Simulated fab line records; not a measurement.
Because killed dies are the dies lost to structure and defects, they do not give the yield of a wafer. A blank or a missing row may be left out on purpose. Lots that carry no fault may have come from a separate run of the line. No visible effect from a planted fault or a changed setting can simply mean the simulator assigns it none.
The tool behind it: which one? :: flow nand_harc :: 37 wafers from 13 lots sampled at 5 of the route's 1159 steps

## WHAT EACH GAUGE READ, for each wafer
NHARC_END_SORT_01.
lot: L936
measured: day 21 22:07
on: prober-02
killed_at_array: 33 672 26
killed_at_other: 1 0 0
killed_at_periphery: 3 5 4
killed_dies: 37 677 30
killed_open: 6 5 4
killed_short: 3 1 2

## EACH LOT AND THE TOOL THAT RAN IT (in order: tool; ch and the chambers of the sampled wafers; start)
lot: L926
NHARC_A_STAIRCASE_TRIM_18: rie_diel-08 ch 1,3, day 10 18:05 or earlier
NHARC_A_STAIRCASE_ETCH_19: rie_diel-08 ch 1,3, day 10 18:05
NHARC_A_STAIRCASE_TRIM_24: rie_diel-13 ch 0,2, no start
NHARC_A_STAIRCASE_ETCH_25: rie_diel-13 ch 1,2, no start

lot: L929
NHARC_A_STAIRCASE_TRIM_18: rie_diel-08 ch 0,3, day 11 15:13 or earlier
NHARC_A_STAIRCASE_ETCH_19: rie_diel-08 ch 0,1,3, day 11 15:13
NHARC_A_STAIRCASE_TRIM_24: rie_diel-05 ch 0,1,2, no start
NHARC_A_STAIRCASE_ETCH_25: rie_diel-05 ch 0,3, no start

lot: L931
NHARC_A_STAIRCASE_TRIM_18: rie_diel-05 ch 0,1,2, day 11 22:20 or earlier
NHARC_A_STAIRCASE_ETCH_19: rie_diel-05 ch 1,3, day 11 22:20
NHARC_A_STAIRCASE_TRIM_24: rie_diel-13 ch 1,2,3, no start
NHARC_A_STAIRCASE_ETCH_25: rie_diel-13 ch 0,1,2, no start

lot: L932
NHARC_A_STAIRCASE_TRIM_18: rie_diel-05 ch 0,1,3, day 12 18:57 or earlier
NHARC_A_STAIRCASE_ETCH_19: rie_diel-05 ch 0,1,3, day 12 18:57
NHARC_A_STAIRCASE_TRIM_24: rie_diel-05 ch 0,1,2, no start
NHARC_A_STAIRCASE_ETCH_25: rie_diel-05 ch 0,1,2, no start

lot: L933
NHARC_A_STAIRCASE_TRIM_18: rie_diel-08 ch 1,2,3, day 12 19:50 or earlier
NHARC_A_STAIRCASE_ETCH_19: rie_diel-08 ch 0,1,2, day 12 19:50
NHARC_A_STAIRCASE_TRIM_24: rie_diel-05 ch 0,1,3, no start
NHARC_A_STAIRCASE_ETCH_25: rie_diel-05 ch 0,2,3, no start

lot: L935
NHARC_A_STAIRCASE_TRIM_18: rie_diel-05 ch 2,3, day 12 23:34 or earlier
NHARC_A_STAIRCASE_ETCH_19: rie_diel-05 ch 1,3, day 12 23:34
NHARC_A_STAIRCASE_TRIM_24: rie_diel-13 ch 1,2, no start
NHARC_A_STAIRCASE_ETCH_25: rie_diel-13 ch 0,1, no start

lot: L936
NHARC_A_STAIRCASE_TRIM_18: rie_diel-05 ch 0,1,3, day 13 06:04 or earlier
NHARC_A_STAIRCASE_ETCH_19: rie_diel-05 ch 0,1,2, day 13 06:04
NHARC_A_STAIRCASE_TRIM_24: rie_diel-05 ch 0,1,2, day 21 22:07 or earlier
NHARC_A_STAIRCASE_ETCH_25: rie_diel-05 ch 2,3, day 21 22:07 or earlier

lot: L937
NHARC_A_STAIRCASE_TRIM_18: rie_diel-05 ch 1,2, day 13 09:17 or earlier
NHARC_A_STAIRCASE_ETCH_19: rie_diel-05 ch 1,2, day 13 09:17
NHARC_A_STAIRCASE_TRIM_24: rie_diel-08 ch 0,3, no start
NHARC_A_STAIRCASE_ETCH_25: rie_diel-08 ch 0,3, no start

lot: L944
NHARC_A_STAIRCASE_TRIM_18: rie_diel-08 ch 1,2,3, day 15 07:49 or earlier
NHARC_A_STAIRCASE_ETCH_19: rie_diel-08 ch 1,2, day 15 07:49
NHARC_A_STAIRCASE_TRIM_24: rie_diel-13 ch 0,1,2, no start
NHARC_A_STAIRCASE_ETCH_25: rie_diel-13 ch 0,1,3, no start

lot: L946
NHARC_A_STAIRCASE_TRIM_18: rie_diel-13 ch 1,3, day 15 13:14 or earlier
NHARC_A_STAIRCASE_ETCH_19: rie_diel-13 ch 0,2, day 15 13:14
NHARC_A_STAIRCASE_TRIM_24: rie_diel-08 ch 0,1,2, no start
NHARC_A_STAIRCASE_ETCH_25: rie_diel-08 ch 2,3, no start

lot: L947
NHARC_A_STAIRCASE_TRIM_18: rie_diel-05 ch 0,1, day 16 09:57 or earlier
NHARC_A_STAIRCASE_ETCH_19: rie_diel-05 ch 0,1,2, day 16 09:57
NHARC_A_STAIRCASE_TRIM_24: rie_diel-13 ch 2,3, no start
NHARC_A_STAIRCASE_ETCH_25: rie_diel-13 ch 2,3, no start

lot: L949
NHARC_A_STAIRCASE_TRIM_18: rie_diel-05 ch 2,3, day 16 11:03 or earlier
NHARC_A_STAIRCASE_ETCH_19: rie_diel-05 ch 0,1,2, day 16 11:03
NHARC_A_STAIRCASE_TRIM_24: rie_diel-13 ch 0,1,2, no start
NHARC_A_STAIRCASE_ETCH_25: rie_diel-13 ch 1,2,3, no start

lot: L948
NHARC_A_STAIRCASE_TRIM_18: rie_diel-08 ch 0,1, day 16 15:23 or earlier
NHARC_A_STAIRCASE_ETCH_19: rie_diel-08 ch 0,1,3, day 16 15:23
NHARC_A_STAIRCASE_TRIM_24: rie_diel-13 ch 1,2,3, no start
NHARC_A_STAIRCASE_ETCH_25: rie_diel-13 ch 1,2, no start
- NHARC_A_STAIRCASE_TRIM_18: chemistry O2, time 211.2 s.
- NHARC_A_STAIRCASE_ETCH_19: etches the open film in C4F8/O2, target depth 100 nm, time 40.5 s.
- NHARC_A_STAIRCASE_TRIM_24: chemistry O2, time 211.2 s.
- NHARC_A_STAIRCASE_ETCH_25: etches the open film in C4F8/O2, target depth 100 nm, time 40.5 s.

## AS READ BY THE TOOLS THEMSELVES (means over the sampled wafers that have a number; for cases with no such wafer, the mark the record gives instead)
NHARC_A_STAIRCASE_TRIM_18.
lot: L926
tool: rie_diel-08
drypump_motor_current_A (A): 5.8
o2_flow_sccm (sccm): 499.1
oes_product_au (a.u.): 1.025
rf_vpp_V (V): 57.3
showerhead_plenum_p_Torr (Torr): 3.33
throttle_valve_pct (%): 17.043

lot: L929
tool: rie_diel-08
drypump_motor_current_A (A): 5.3
o2_flow_sccm (sccm): 499.7
oes_product_au (a.u.): 1.018
rf_vpp_V (V): 56.9
showerhead_plenum_p_Torr (Torr): 3.33
throttle_valve_pct (%): 17.038

lot: L931
tool: rie_diel-05
drypump_motor_current_A (A): 6.0
o2_flow_sccm (sccm): 501.1
oes_product_au (a.u.): 1.000
rf_vpp_V (V): 56.7
showerhead_plenum_p_Torr (Torr): 3.52
throttle_valve_pct (%): 17.037

lot: L932
tool: rie_diel-05
drypump_motor_current_A (A): 5.9
o2_flow_sccm (sccm): 497.5
oes_product_au (a.u.): 0.996
rf_vpp_V (V): 58.0
showerhead_plenum_p_Torr (Torr): 3.51
throttle_valve_pct (%): 17.034

lot: L933
tool: rie_diel-08
drypump_motor_current_A (A): 5.4
o2_flow_sccm (sccm): 498.9
oes_product_au (a.u.): 1.014
rf_vpp_V (V): 56.7
showerhead_plenum_p_Torr (Torr): 3.33
throttle_valve_pct (%): 17.032

lot: L935
tool: rie_diel-05
drypump_motor_current_A (A): 5.9
o2_flow_sccm (sccm): 498.9
oes_product_au (a.u.): 1.005
rf_vpp_V (V): 56.5
showerhead_plenum_p_Torr (Torr): 3.43
throttle_valve_pct (%): 17.032

lot: L936
tool: rie_diel-05
drypump_motor_current_A (A): 5.9
o2_flow_sccm (sccm): 499.7
oes_product_au (a.u.): 1.001
rf_vpp_V (V): 58.8
showerhead_plenum_p_Torr (Torr): 3.50
throttle_valve_pct (%): 17.036

lot: L937
tool: rie_diel-05
drypump_motor_current_A (A): 6.3
o2_flow_sccm (sccm): 499.3
oes_product_au (a.u.): 1.010
rf_vpp_V (V): 58.2
showerhead_plenum_p_Torr (Torr): 3.57
throttle_valve_pct (%): 17.041

lot: L944
tool: rie_diel-08
drypump_motor_current_A (A): 5.4
o2_flow_sccm (sccm): 501.0
oes_product_au (a.u.): 1.013
rf_vpp_V (V): 57.0
showerhead_plenum_p_Torr (Torr): 3.32
throttle_valve_pct (%): 17.036

lot: L946
tool: rie_diel-13
drypump_motor_current_A (A): 6.0
o2_flow_sccm (sccm): 498.6
oes_product_au (a.u.): 0.996
rf_vpp_V (V): 58.3
showerhead_plenum_p_Torr (Torr): 3.54
throttle_valve_pct (%): 17.031

lot: L947
tool: rie_diel-05
drypump_motor_current_A (A): 6.1
o2_flow_sccm (sccm): 499.8
oes_product_au (a.u.): 1.015
rf_vpp_V (V): 57.9
showerhead_plenum_p_Torr (Torr): 3.58
throttle_valve_pct (%): 17.041

lot: L949
tool: rie_diel-05
drypump_motor_current_A (A): 5.9
o2_flow_sccm (sccm): 500.8
oes_product_au (a.u.): 0.999
rf_vpp_V (V): 56.8
showerhead_plenum_p_Torr (Torr): 3.41
throttle_valve_pct (%): 17.034

lot: L948
tool: rie_diel-08
drypump_motor_current_A (A): 5.6
o2_flow_sccm (sccm): 500.3
oes_product_au (a.u.): 1.000
rf_vpp_V (V): 57.4
showerhead_plenum_p_Torr (Torr): 3.34
throttle_valve_pct (%): 17.043

NHARC_A_STAIRCASE_ETCH_19.
lot: L926
tool: rie_diel-08
oes_product_au (a.u.): 0.971
rf_vpp_V (V): 890

lot: L929
tool: rie_diel-08
oes_product_au (a.u.): 0.963
rf_vpp_V (V): 889

lot: L931
tool: rie_diel-05
oes_product_au (a.u.): 0.938
rf_vpp_V (V): 896

lot: L932
tool: rie_diel-05
oes_product_au (a.u.): 0.927
rf_vpp_V (V): 895

lot: L933
tool: rie_diel-08
oes_product_au (a.u.): 0.945
rf_vpp_V (V): 889

lot: L935
tool: rie_diel-05
oes_product_au (a.u.): 0.851
rf_vpp_V (V): 898

lot: L936
tool: rie_diel-05
oes_product_au (a.u.): 0.885
rf_vpp_V (V): 895

lot: L937
tool: rie_diel-05
oes_product_au (a.u.): 0.853
rf_vpp_V (V): 897

lot: L944
tool: rie_diel-08
oes_product_au (a.u.): 0.933
rf_vpp_V (V): 889

lot: L946
tool: rie_diel-13
oes_product_au (a.u.): 0.939
rf_vpp_V (V): 891

lot: L947
tool: rie_diel-05
oes_product_au (a.u.): 0.939
rf_vpp_V (V): 896

lot: L949
tool: rie_diel-05
oes_product_au (a.u.): 0.947
rf_vpp_V (V): 895

lot: L948
tool: rie_diel-08
oes_product_au (a.u.): 0.963
rf_vpp_V (V): 889

NHARC_A_STAIRCASE_TRIM_24.
lot: L926
tool: rie_diel-13
drypump_motor_current_A (A): 5.8
o2_flow_sccm (sccm): 500.8
oes_product_au (a.u.): 1.004
rf_vpp_V (V): 57.8
showerhead_plenum_p_Torr (Torr): 3.40
throttle_valve_pct (%): 17.037

lot: L929
tool: rie_diel-05
drypump_motor_current_A (A): 6.0
o2_flow_sccm (sccm): 499.7
oes_product_au (a.u.): 1.004
rf_vpp_V (V): 57.2
showerhead_plenum_p_Torr (Torr): 3.52
throttle_valve_pct (%): 17.034

lot: L931
tool: rie_diel-13
drypump_motor_current_A (A): 5.7
o2_flow_sccm (sccm): 500.6
oes_product_au (a.u.): 0.989
rf_vpp_V (V): 57.9
showerhead_plenum_p_Torr (Torr): 3.57
throttle_valve_pct (%): 17.038

lot: L932
tool: rie_diel-05
drypump_motor_current_A (A): 6.0
o2_flow_sccm (sccm): 500.3
oes_product_au (a.u.): 1.002
rf_vpp_V (V): 58.5
showerhead_plenum_p_Torr (Torr): 3.52
throttle_valve_pct (%): 17.037

lot: L933
tool: rie_diel-05
drypump_motor_current_A (A): 5.9
o2_flow_sccm (sccm): 498.8
oes_product_au (a.u.): 1.005
rf_vpp_V (V): 57.4
showerhead_plenum_p_Torr (Torr): 3.50
throttle_valve_pct (%): 17.039

lot: L935
tool: rie_diel-13
drypump_motor_current_A (A): 5.5
o2_flow_sccm (sccm): 500.1
oes_product_au (a.u.): 0.980
rf_vpp_V (V): 57.8
showerhead_plenum_p_Torr (Torr): 3.46
throttle_valve_pct (%): 17.035

lot: L936
tool: rie_diel-05
drypump_motor_current_A (A): 6.0
o2_flow_sccm (sccm): 499.8
oes_product_au (a.u.): 0.996
rf_vpp_V (V): 57.7
showerhead_plenum_p_Torr (Torr): 3.51
throttle_valve_pct (%): 17.039

lot: L937
tool: rie_diel-08
drypump_motor_current_A (A): 5.4
o2_flow_sccm (sccm): 498.9
oes_product_au (a.u.): 1.012
rf_vpp_V (V): 58.0
showerhead_plenum_p_Torr (Torr): 3.33
throttle_valve_pct (%): 17.041

lot: L944
tool: rie_diel-13
drypump_motor_current_A (A): 5.7
o2_flow_sccm (sccm): 498.9
oes_product_au (a.u.): 0.992
rf_vpp_V (V): 57.9
showerhead_plenum_p_Torr (Torr): 3.41
throttle_valve_pct (%): 17.029

lot: L946
tool: rie_diel-08
drypump_motor_current_A (A): 5.5
o2_flow_sccm (sccm): 499.9
oes_product_au (a.u.): 0.999
rf_vpp_V (V): 57.0
showerhead_plenum_p_Torr (Torr): 3.34
throttle_valve_pct (%): 17.038

lot: L947
tool: rie_diel-13
drypump_motor_current_A (A): 5.8
o2_flow_sccm (sccm): 498.8
oes_product_au (a.u.): 0.983
rf_vpp_V (V): 57.3
showerhead_plenum_p_Torr (Torr): 3.65
throttle_valve_pct (%): 17.035

lot: L949
tool: rie_diel-13
drypump_motor_current_A (A): 5.7
o2_flow_sccm (sccm): 499.2
oes_product_au (a.u.): 0.994
rf_vpp_V (V): 57.3
showerhead_plenum_p_Torr (Torr): 3.41
throttle_valve_pct (%): 17.046

lot: L948
tool: rie_diel-13
drypump_motor_current_A (A): 5.7
o2_flow_sccm (sccm): 499.2
oes_product_au (a.u.): 0.988
rf_vpp_V (V): 57.8
showerhead_plenum_p_Torr (Torr): 3.54
throttle_valve_pct (%): 17.045

NHARC_A_STAIRCASE_ETCH_25.
lot: L926
tool: rie_diel-13
oes_product_au (a.u.): 0.938
rf_vpp_V (V): 894

lot: L929
tool: rie_diel-05
oes_product_au (a.u.): 0.935
rf_vpp_V (V): 892

lot: L931
tool: rie_diel-13
oes_product_au (a.u.): 0.944
rf_vpp_V (V): 893

lot: L932
tool: rie_diel-05
oes_product_au (a.u.): 0.940
rf_vpp_V (V): 894

lot: L933
tool: rie_diel-05
oes_product_au (a.u.): 0.942
rf_vpp_V (V): 892

lot: L935
tool: rie_diel-13
oes_product_au (a.u.): 0.949
rf_vpp_V (V): 892

lot: L936
tool: rie_diel-05
oes_product_au (a.u.): 0.949
rf_vpp_V (V): 892

lot: L937
tool: rie_diel-08
oes_product_au (a.u.): 0.961
rf_vpp_V (V): 889

lot: L944
tool: rie_diel-13
oes_product_au (a.u.): 0.935
rf_vpp_V (V): 896

lot: L946
tool: rie_diel-08
oes_product_au (a.u.): 0.939
rf_vpp_V (V): 888

lot: L947
tool: rie_diel-13
oes_product_au (a.u.): 0.921
rf_vpp_V (V): 901

lot: L949
tool: rie_diel-13
oes_product_au (a.u.): 0.937
rf_vpp_V (V): 897

lot: L948
tool: rie_diel-13
oes_product_au (a.u.): 0.919
rf_vpp_V (V): 892

## THE ANSWER, worked out from the rows above alone
Rule: the lots themselves supply what counts as usual. Put in order of their means at a reading, lots are off if they are a third of the lots or fewer, leave a main group of 4 or more, and stand apart from it by a gap of 3 or more times the standard deviation of the main group's means; of several such gaps the widest counts. Not used: any main group whose means are identical at the precision the tables above print for the reading. Also off: a lot with no number at a reading for which 4 or more lots have one. Where the step has rows for the other lots, those lots are counted as sound. After the gauges, taken in route order, come the tools' own readings; for these a lot's mean is taken, as printed above. At the first step where some lot is off, the reading lying furthest off is the one used; lots without a number count as furthest.
Off: L935, L936, L937 (NHARC_A_STAIRCASE_ETCH_19, oes_product_au). The main group: mean 0.947 a.u., standard deviation 0.014.
If a tool, at that step or one of the process steps before it, ran each lot that is off and ran no sound lot following the first of them, it fits. With no start given for some of its lots, NHARC_A_STAIRCASE_TRIM_18 uses the hours and lot order of NHARC_A_STAIRCASE_ETCH_19. None of those tried fits.

## WHAT HAD BEEN PUT IN BY THE SIMULATOR
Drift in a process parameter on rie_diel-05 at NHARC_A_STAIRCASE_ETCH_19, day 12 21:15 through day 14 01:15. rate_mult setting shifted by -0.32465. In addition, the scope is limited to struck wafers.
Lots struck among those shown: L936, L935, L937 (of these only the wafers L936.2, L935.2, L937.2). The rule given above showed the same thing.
